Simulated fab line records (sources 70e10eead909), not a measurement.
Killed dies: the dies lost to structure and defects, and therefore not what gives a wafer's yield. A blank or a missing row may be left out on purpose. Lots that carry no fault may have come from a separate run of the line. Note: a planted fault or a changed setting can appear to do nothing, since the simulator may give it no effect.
fab line records | flow nandHarc
record: lots: 13 wafers: 39 lastDay: 33
route steps=1302 shown P_ZERO_WELL@9 P_STI@85
lots that met no fault: taken from a fault-free run of the same line
startH: hours from the record's first day to the start of the lot's first wafer shown | waitH: hours since the lot's step before | " identical to the entry in the row above | L1.1+2: a single row standing in for several wafers | - no value, or no start given | * or withheld: withheld | < > ~ a bound
route shown NAME@n: NAME is a module with steps in the file, n the number in the route of the first one | usual: the fault-free wafers' mean and standard deviation | same: alike in all rows | chamber/n: place in a boat | sites: per-site readings | _std_site: their standard deviation | _edge_site: mean of outer sites minus mean of inner sites | radiusMm: how far each site lies from the wafer's centre | mask NAME#n: copy n | behind: the tool/chamber that last shaped the wafer | hold: why the lot went on hold/how many hours it stayed there/how the hold came to an end | device: names the non-switching transistor (n, p or np) | end of line: tests of these same wafers at the route's end | where a step has no rows: the recipe by itself | killed: count of dies lost to structure and defects at first sort (not the wafer's yield) | map: per-die view of a wafer (x killed, . not killed, _ where there is no die)
set.NAME: setting as actually run; set.NAME@STEP: the setting as run at that earlier step | model.NAME: the simulator's own value behind a step, which no gauge read
a sample of lots followed through the steps of the route, with each step as a table and each wafer as a row
services: from which hour (startH, from the record's first day; less than 0 if before it) a tool's chamber was out of use, for how many hours, and why
== steps ==
step: NHARC_P_ZERO_WELL_SOFTBAKE_06
recipe: tempC: 125 timeS: 70
usual: heaterPowerTotalW: 201.0/1.3
columns lot.wafer tool chamber startH waitH heaterPowerTotalW
L983.2 lithoTrack-05 0 40 - 200.3
L983.5 " 0 " " 202.6
L983.6 " 0 " " 202.1
L985.3 lithoTrack-05 0 60 - 225.2
L985.4 " 0 " " 226.8
L985.6 " 0 " " 225.3
L987.1 lithoTrack-05 0 80 - 225.8
L987.3 " 0 " " 222.8
L987.6 " 0 " " 224.7
L988.1 lithoTrack-05 0 90 - 226.7
L988.2 " 0 " " 225.0
L988.5 " 0 " " 222.7
L994.2 lithoTrack-05 0 150 - 201.6
L994.4 " 0 " " 199.5
L994.5 " 0 " " 201.1
L995.3 lithoTrack-07 0 160 - 200.5
L995.4 " 0 " " 200.7
L995.5 " 0 " " 202.5
L996.1 lithoTrack-03 0 170 - 201.6
L996.3 " 0 " " 199.5
L996.5 " 0 " " 200.2
L997.1 lithoTrack-03 0 180 - 200.5
L997.4 " 0 " " 198.9
L997.5 " 0 " " 199.4
L998.2 lithoTrack-07 0 190 - 200.6
L998.4 " 0 " " 202.6
L998.5 " 0 " " 202.4
L999.1 lithoTrack-03 0 200 - 199.8
L999.4 " 0 " " 201.2
L999.5 " 0 " " 202.5
L100.1 lithoTrack-05 0 210 - 198.8
L100.4 " 0 " " 202.4
L100.5 " 0 " " 201.4
L101.1 lithoTrack-05 0 220 - 200.4
L101.2 " 0 " " 202.6
L101.4 " 0 " " 202.6
L103.1 lithoTrack-05 0 240 - 202.6
L103.5 " 0 " " 202.6
L103.6 " 0 " " 199.4
step: NHARC_P_ZERO_WELL_CD_MEAS_24
recipe: targetCdNm: 720 landingEnergyEv: 500
usual: cdNm: 719.7/1.7
columns lot.wafer tool chamber startH waitH cdNm
L983.2 cdSem-03 0 42.71 - 718.5
L983.5 " 0 " " 720.3
L983.6 " 0 " " 722.3
L985.3 cdSem-01 0 62.79 - 718.4
L985.4 " 0 " " 717.2
L985.6 " 0 " " 718.0
L987.1 cdSem-01 0 82.57 - 718.1
L987.3 " 0 " " 719.5
L987.6 " 0 " " 719.5
L988.1 cdSem-02 0 92.32 - 722.0
L988.2 " 0 " " 721.5
L988.5 " 0 " " 717.9
L994.2 cdSem-02 0 152.81 - 718.2
L994.4 " 0 " " 720.1
L994.5 " 0 " " 717.9
L995.3 cdSem-01 0 162.51 - 722.2
L995.4 " 0 " " 719.2
L995.5 " 0 " " 718.9
L996.1 cdSem-03 0 172.62 - 720.7
L996.3 " 0 " " 719.2
L996.5 " 0 " " 721.1
L997.1 cdSem-03 0 182.58 - 718.7
L997.4 " 0 " " 718.0
L997.5 " 0 " " 718.0
L998.2 cdSem-01 0 192.46 - 719.4
L998.4 " 0 " " 720.8
L998.5 " 0 " " 716.7
L999.1 cdSem-02 0 202.61 - 719.0
L999.4 " 0 " " 721.9
L999.5 " 0 " " 718.9
L100.1 cdSem-03 0 212.37 - 718.5
L100.4 " 0 " " 719.5
L100.5 " 0 " " 721.2
L101.1 cdSem-02 0 222.71 - 719.8
L101.2 " 0 " " 719.0
L101.4 " 0 " " 717.6
L103.1 cdSem-03 0 242.47 - 719.2
L103.5 " 0 " " 722.2
L103.6 " 0 " " 720.8
step: NHARC_P_ZERO_WELL_DESCUM_26
recipe: timeS: 3 o2FlowSccm: 200 arFlowSccm: 0 biasPowerW: 0 chemistry: O2
usual: drypumpMotorCurrentA: 5.9/0.48 oesProductAu: 0.998/0.0097 rfVppV: 57.6/0.98 showerheadPlenumPTorr: 1.88/0.11 throttleValvePct: 11.310/0.0091
columns lot.wafer tool chamber startH waitH drypumpMotorCurrentA oesProductAu rfHoursCounterH rfVppV showerheadPlenumPTorr throttleValvePct
L983.2 rieDiel-07 3 42.87 - 6.1 1.004 28 58.0 2.01 11.299
L983.5 " 3 " " 6.1 0.996 - 59.3 2.01 11.321
L983.6 " 0 " " 5.9 0.993 - 58.7 2.03 11.295
L985.3 rieDiel-07 3 62.94 - 6.1 1.006 35 58.7 2.01 11.305
L985.4 " 2 " " 5.7 1.005 35 57.1 1.82 11.318
L985.6 " 0 " " 6.0 1.001 - 56.9 2.02 11.323
L987.1 rieDiel-07 0 83.26 - 6.0 0.998 46 57.7 2.02 11.311
L987.3 " 1 " " 5.8 0.996 42 56.7 1.77 11.308
L987.6 " 0 " " 6.0 1.004 - 58.5 2.02 11.315
L988.2 rieDiel-03 0 92.48 - 5.7 0.983 43 57.9 1.81 11.318
L988.1 " 1 " " 6.1 0.986 47 57.2 1.80 11.313
L988.5 " 1 " " 6.1 1.005 - 57.9 1.80 11.310
L994.2 rieDiel-07 3 153.02 - 6.1 0.983 11 56.8 2.00 11.306
L994.5 " 1 " " 5.8 1.000 - 56.9 1.77 11.325
L994.4 " 3 " " 6.2 0.989 - 58.9 2.00 11.297
L995.4 rieDiel-07 0 162.69 - 5.9 0.999 3 58.7 2.02 11.317
L995.3 " 1 " " 5.8 1.011 13 56.7 1.77 11.308
L995.5 " 0 " " 5.9 0.982 - 57.9 2.02 11.312
L996.1 rieDiel-05 0 172.79 - 4.7 1.007 39 58.7 1.98 11.307
L996.3 " 2 " " 6.2 1.001 41 56.5 1.77 11.295
L996.5 " 0 " " 4.7 1.001 - 56.1 1.98 11.320
L997.1 rieDiel-05 3 182.75 - 5.3 0.991 30 56.5 1.96 11.300
L997.4 " 1 " " 5.5 0.981 45 56.9 1.84 11.305
L997.5 " 0 " " 4.6 0.996 - 58.7 1.98 11.322
L998.2 rieDiel-07 1 192.62 - 5.8 1.008 26 55.5 1.76 11.310
L998.4 " 0 " " 5.9 0.993 15 57.4 2.01 11.323
L998.5 " 1 " " 5.8 1.007 - 55.8 1.77 11.328
L999.1 rieDiel-03 0 202.77 - 5.7 0.994 24 56.3 1.80 11.313
L999.4 " 2 " " 6.1 1.007 26 58.9 2.07 11.313
L999.5 " 0 " " 5.7 0.992 - 56.5 1.80 11.311
L100.1 rieDiel-05 3 212.57 - 5.3 0.997 39 56.7 1.96 11.306
L100.4 " 0 " " 4.7 1.010 - 60.1 1.98 11.305
L100.5 " 3 " " 5.3 0.996 - 58.3 1.96 11.313
L101.1 rieDiel-03 1 222.87 - 6.1 0.993 33 57.4 1.79 11.305
L101.2 " 2 " " 6.1 1.016 34 58.6 2.07 11.285
L101.4 " 2 " " 6.0 1.011 - 57.8 2.07 11.334
L103.1 rieDiel-05 0 242.67 - 4.7 0.999 2 58.4 1.98 11.321
L103.5 " 2 " " 6.1 1.001 - 57.4 2.08 11.320
L103.6 " 0 " " 4.7 0.998 - 57.0 1.98 11.313
step: NHARC_P_STI_INSPECT_11
usual: rawDefectCount: 5.0/2.3
columns lot.wafer tool chamber startH waitH rawDefectCount
L983.2 defectInspect-01 - 65.42 0.0 10
L983.5 " - " " 5
L983.6 " - " " 5
L985.3 defectInspect-02 - 84.72 0.0 10
L985.4 " - " " 4
L985.6 " - " " 4
L987.1 defectInspect-02 - 106.79 0.0 7
L987.3 " - " " 12
L987.6 " - " " 6
L988.1 defectInspect-01 - 114.56 0.0 5
L988.2 " - " " 5
L988.5 " - " " 12
L994.2 defectInspect-01 - 175.94 0.0 2
L994.4 " - " " 1
L994.5 " - " " 3
L995.3 defectInspect-02 - 182.21 0.0 4
L995.4 " - " " 6
L995.5 " - " " 6
L996.1 defectInspect-01 - 193.07 0.0 6
L996.3 " - " " 4
L996.5 " - " " 3
L997.1 defectInspect-01 - 202.18 0.0 2
L997.4 " - " " 2
L997.5 " - " " 4
L998.2 defectInspect-02 - 214.47 0.0 5
L998.4 " - " " 4
L998.5 " - " " 4
L999.1 defectInspect-02 - 222.45 0.0 6
L999.4 " - " " 5
L999.5 " - " " 4
L100.1 defectInspect-02 - 232.90 0.0 3
L100.4 " - " " 6
L100.5 " - " " 4
L101.1 defectInspect-01 - 245.71 0.0 5
L101.2 " - " " 5
L101.4 " - " " 4
L103.1 defectInspect-02 - 267.94 0.0 3
L103.5 " - " " 4
L103.6 " - " " 6
== services ==
columns tool chamber startH hours kind
rieDiel-03 2 16.97 13.9 repair
rieDiel-07 0 22.80 - clean
rieDiel-07 1 22.80 - clean
rieDiel-07 2 22.80 - clean
rieDiel-03 - 27.71 3.6 repair
rieDiel-05 - 45.78 1.8 repair
rieDiel-05 1 50.35 2.6 repair
rieDiel-05 - 52.61 9.0 pm
rieDiel-07 1 69.55 7.0 repair
lithoTrack-07 - 76.00 7.0 pm
rieDiel-03 0 81.32 4.6 repair
lithoTrack-03 - 100.00 7.0 pm
rieDiel-07 0 103.64 51.8 repair
rieDiel-03 - 104.30 9.0 pm
rieDiel-05 3 110.30 36.0 repair
rieDiel-07 - 117.20 9.0 pm
lithoTrack-05 - 124.00 7.0 pm
rieDiel-03 0 139.65 14.3 repair
rieDiel-03 2 176.28 13.0 repair
rieDiel-05 1 204.70 8.6 repair
rieDiel-03 3 215.64 8.2 repair
rieDiel-05 - 229.75 9.0 pm
rieDiel-03 0 230.86 22.7 repair
rieDiel-03 2 231.52 3.4 repair
== key ==
firstSign: step: NHARC_P_ZERO_WELL_SOFTBAKE_06 reading: heaterPowerTotalW direction: up sigmas: 18 usual: * struck: *
effect none on later readings
metAt NHARC_P_ZERO_WELL_SOFTBAKE_06
struckLots L985,L987,L988
testerLeftOut L985,L987,L988
loopTrim: step: NHARC_P_ZERO_WELL_EXPOSE_08 setting: dose lots: L987,L988
notActingAt NHARC_P_ZERO_WELL_CD_MEAS_24,NHARC_P_ZERO_WELL_DESCUM_26,NHARC_P_STI_INSPECT_11
onsetBetween 40 60
fault: kind: processParameterDrift tool: lithoTrack-05 chamber: - onsetH: 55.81 steps: NHARC_P_ZERO_WELL_SOFTBAKE_06 channel: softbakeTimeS offset: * shape: step endH: 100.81 actsIn: * stated: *
testerLeftOut: of these lots the tester's yield and bins aren't shown, on N5 and GAA mostly nor the transistor test; their killed dies are dies lost to structure and defects alone, not to doping, threshold or leakage, so they don't give the yield
loopTrim: a control loop set the setting to another value than it would have without faults
